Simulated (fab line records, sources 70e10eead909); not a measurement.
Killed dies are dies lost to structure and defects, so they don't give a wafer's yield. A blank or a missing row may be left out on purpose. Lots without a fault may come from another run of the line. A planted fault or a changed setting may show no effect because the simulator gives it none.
Which tool did it? | flow nand_harc | 14 lots, 42 wafers sampled, at 5 steps of a route of 1302

WHAT THE GAUGES READ, wafer by wafer
NHARC_P_M2_THK_MEAS_24: measures by xrf.
lot  | measured     | on            | thk_nm (nm)
L767 | day 6 11:32  | film_metro-01 | 145.1 145.5 145.0
L768 | day 7 03:32  | film_metro-01 | 144.8 144.3 145.0
L771 | day 8 02:28  | film_metro-01 | 141.5 144.3 144.1
L772 | day 8 08:50  | film_metro-02 | 144.3 142.9 145.5
L774 | day 9 09:07  | film_metro-02 | 146.4 145.8 145.2
L775 | day 10 01:35 | film_metro-01 | 143.7 145.1 144.5
L776 | day 10 16:19 | film_metro-01 | 144.0 145.6 145.8
L777 | day 10 17:33 | film_metro-02 | 143.9 142.7 144.6
L778 | day 11 03:07 | film_metro-01 | 146.6 143.0 143.7
L779 | day 11 09:39 | film_metro-02 | 146.1 144.1 142.5
L782 | day 12 13:53 | film_metro-02 | 146.2 145.7 145.2
L781 | day 12 14:34 | film_metro-01 | 142.1 146.1 142.3
L788 | day 15 03:10 | film_metro-02 | 145.8 143.9 145.4
L787 | day 15 14:23 | film_metro-02 | 144.9 143.9 143.7

NHARC_END_SORT_01.
lot  | measured     | on        | defect_limited_yield (%) | killed_at_array | killed_at_other | killed_at_periphery | killed_dies | killed_open | killed_short
L767 | day 24 08:47 | prober-02 | 90.7 92.2 92.3           | 58 49 52        | 4 2 0           | 1 2 0               | 63 53 52    | 5 4 2       | 4 2 2
L768 | day 25 06:48 | prober-01 | 88.9 90.1 88.5           | 71 60 64        | 0 3 1           | 4 4 13              | 75 67 78    | 4 3 1       | 3 1 0
L771 | day 25 18:08 | prober-01 | 86.9 86.4 86.9           | 85 87 86        | 0 0 0           | 4 5 3               | 89 92 89    | 3 6 8       | 2 0 3
L772 | day 26 01:53 | prober-02 | 95.0 95.1 94.2           | 32 32 35        | 0 0 0           | 2 1 4               | 34 33 39    | 5 1 5       | 3 2 2
L774 | day 27 07:16 | prober-02 | 87.1 86.9 88.3           | 86 82 76        | 1 2 0           | 0 5 3               | 87 89 79    | 4 3 4       | 3 1 1
L775 | day 28 01:11 | prober-01 | 89.1 89.5 91.0           | 58 57 55        | 0 0 0           | 16 14 6             | 74 71 61    | 3 6 3       | 5 5 2
L776 | day 29 01:47 | prober-01 | 90.3 89.8 90.4           | 63 65 60        | 0 1 0           | 3 3 5               | 66 69 65    | 1 3 5       | 3 2 0
L777 | day 28 02:01 | prober-02 | 90.4 91.6 89.1           | 59 51 69        | 1 1 2           | 5 5 3               | 65 57 74    | 3 0 2       | 3 2 2
L778 | day 29 09:35 | prober-01 | 92.8 90.7 92.0           | 44 53 46        | 2 0 0           | 3 10 8              | 49 63 54    | 1 3 2       | 2 2 0
L779 | day 29 00:13 | prober-02 | 89.1 88.8 89.1           | 71 72 68        | 1 2 2           | 2 2 4               | 74 76 74    | 4 5 3       | 0 4 1
L782 | day 30 02:01 | prober-02 | 90.3 91.1 90.1           | 61 57 64        | 0 0 0           | 5 3 3               | 66 60 67    | 5 4 5       | 4 0 6
L781 | day 30 02:50 | prober-01 | 92.3 90.5 89.8           | 50 60 63        | 1 1 5           | 1 3 1               | 52 64 69    | 3 2 3       | 1 2 2
L788 | day 32 04:21 | prober-02 | 90.0 89.7 89.8           | 62 65 63        | 1 1 0           | 5 4 6               | 68 70 69    | 7 2 7       | 2 0 1
L787 | day 33 05:26 | prober-02 | 88.6 86.4 86.6           | 67 88 87        | 0 1 0           | 10 3 4              | 77 92 91    | 1 6 2       | 2 3 3

WHICH TOOL RAN EACH LOT (tool, then ch and the chambers of the sampled wafers, then the start)
lot  | NHARC_P_M2_CMP_23             | NHARC_P_BONDPAD_DEP_00          | NHARC_P_BONDPAD_CMP_32
L767 | cmp-02 ch 1,2,3, day 6 11:16  | pecvd-04 ch 0,2, day 6 12:24    | cmp-04 ch 0,1,3, day 6 12:49
L768 | cmp-02 ch 1,2,3, day 7 03:13  | pecvd-04 ch 0,1, day 7 04:17    | cmp-03 ch 0,1,2, day 7 04:39
L771 | cmp-01 ch 0,1, day 8 02:08    | pecvd-04 ch 1,2, day 8 03:14    | cmp-03 ch 0,1, day 8 03:35
L772 | cmp-03 ch 2,3, day 8 08:31    | pecvd-04 ch 0,1,2, day 8 09:32  | cmp-03 ch 0,2,3, day 8 09:56
L774 | cmp-01 ch 1,2,3, day 9 08:52  | pecvd-03 ch 0,2, day 9 09:55    | cmp-02 ch 1,3, day 9 10:14
L775 | cmp-01 ch 1,2,3, day 10 01:20 | pecvd-01 ch 0,2, day 10 02:22   | cmp-03 ch 0,1, day 10 02:44
L776 | cmp-01 ch 0,2,3, day 10 16:00 | pecvd-03 ch 0,1,2, day 10 17:32 | cmp-03 ch 0,1,3, day 10 17:58
L777 | cmp-01 ch 0,1, day 10 17:16   | pecvd-01 ch 0,1,2, day 10 18:21 | cmp-03 ch 0,1,3, day 10 18:40
L778 | cmp-01 ch 1,3, day 11 02:50   | pecvd-03 ch 0,1,2, day 11 04:00 | cmp-03 ch 0,1, day 11 04:25
L779 | cmp-02 ch 0,1, day 11 09:20   | pecvd-03 ch 0,2, day 11 10:20   | cmp-03 ch 0,3, day 11 10:46
L782 | cmp-01 ch 1,2,3, day 12 13:35 | pecvd-03 ch 0,1,2, day 12 14:40 | cmp-03 ch 0,2,3, day 12 15:01
L781 | cmp-01 ch 0,1,3, day 12 14:19 | pecvd-01 ch 1,2, day 12 15:19   | cmp-04 ch 1,2, day 12 15:43
L788 | cmp-03 ch 0,1,3, day 15 02:53 | pecvd-04 ch 0,1,2, day 15 03:53 | cmp-04 ch 1,2,3, day 15 05:01
L787 | cmp-03 ch 0,1,2, day 15 14:07 | pecvd-03 ch 0,1,2, day 15 15:08 | cmp-03 ch 0,1,2, day 15 16:33
- NHARC_P_M2_CMP_23: polishes, t overpolish 20 s, target thk 144.3 nm.
- NHARC_P_BONDPAD_DEP_00: deposits SiCN, target thk 250 nm.
- NHARC_P_BONDPAD_CMP_32: polishes SiCN, target thk 200 nm.

WHAT THE TOOLS THEMSELVES READ (means of the sampled wafers that have a number; where no wafer has one, the mark that the record gives instead)
NHARC_P_M2_CMP_23.
lot  | tool   | motor_current_A (A) | time_to_endpoint_s (s)
L767 | cmp-02 | 10.3                | 32.2
L768 | cmp-02 | 10.2                | 28.8
L771 | cmp-01 | 13.1                | 27.5
L772 | cmp-03 | 11.1                | 31.1
L774 | cmp-01 | 12.3                | 28.8
L775 | cmp-01 | 12.6                | 31.4
L776 | cmp-01 | 13.5                | 30.4
L777 | cmp-01 | 13.1                | 29.1
L778 | cmp-01 | 12.5                | 27.1
L779 | cmp-02 | 10.9                | 28.6
L782 | cmp-01 | 12.2                | 27.5
L781 | cmp-01 | 12.7                | 30.2
L788 | cmp-03 | 12.0                | 28.4
L787 | cmp-03 | 11.3                | 32.0

NHARC_P_BONDPAD_DEP_00.
lot  | tool     | heater_power_w (W) | susceptor_temp_C (C)
L767 | pecvd-04 | 616                | 370.01
L768 | pecvd-04 | 622                | 370.26
L771 | pecvd-04 | 634                | 370.25
L772 | pecvd-04 | 589                | 370.10
L774 | pecvd-03 | 486                | 369.96
L775 | pecvd-01 | 609                | 370.25
L776 | pecvd-03 | 562                | 369.78
L777 | pecvd-01 | 638                | 369.97
L778 | pecvd-03 | 558                | 370.05
L779 | pecvd-03 | 548                | 369.99
L782 | pecvd-03 | 560                | 370.06
L781 | pecvd-01 | 568                | 369.84
L788 | pecvd-04 | 567                | 369.91
L787 | pecvd-03 | 522                | 370.05

NHARC_P_BONDPAD_CMP_32.
lot  | tool   | motor_current_A (A)
L767 | cmp-04 | 11.2
L768 | cmp-03 | 10.9
L771 | cmp-03 | 12.4
L772 | cmp-03 | 11.5
L774 | cmp-02 | 9.9
L775 | cmp-03 | 11.7
L776 | cmp-03 | 11.8
L777 | cmp-03 | 11.7
L778 | cmp-03 | 11.9
L779 | cmp-03 | 11.3
L782 | cmp-03 | 11.3
L781 | cmp-04 | 10.8
L788 | cmp-04 | 10.9
L787 | cmp-03 | 11.3

THE ANSWER, worked out from the rows above alone
Rule: what is usual is taken from the lots themselves. Put in order of their means at a reading, lots are off if they are a third of the lots or fewer, leave a main group of 4 or more, and stand apart from it by a gap of 3 or more times the standard deviation of the main group's means; of several such gaps the widest counts. A main group whose means are all the same, to the digits that the tables above print for the reading, isn't used. A lot without any number at a reading at which 4 lots or more have one is off too. The other lots that the step has rows for count as sound. The gauges are gone through in route order, then the tools' own readings, and for those a lot's mean is taken as printed above. The first step at which some lot is off is used, and at that step the reading that is off furthest; a lot without a number counts as furthest.
No lot is off at any reading shown: from this, nothing can be told.

WHAT THE SIMULATOR HAD PUT IN
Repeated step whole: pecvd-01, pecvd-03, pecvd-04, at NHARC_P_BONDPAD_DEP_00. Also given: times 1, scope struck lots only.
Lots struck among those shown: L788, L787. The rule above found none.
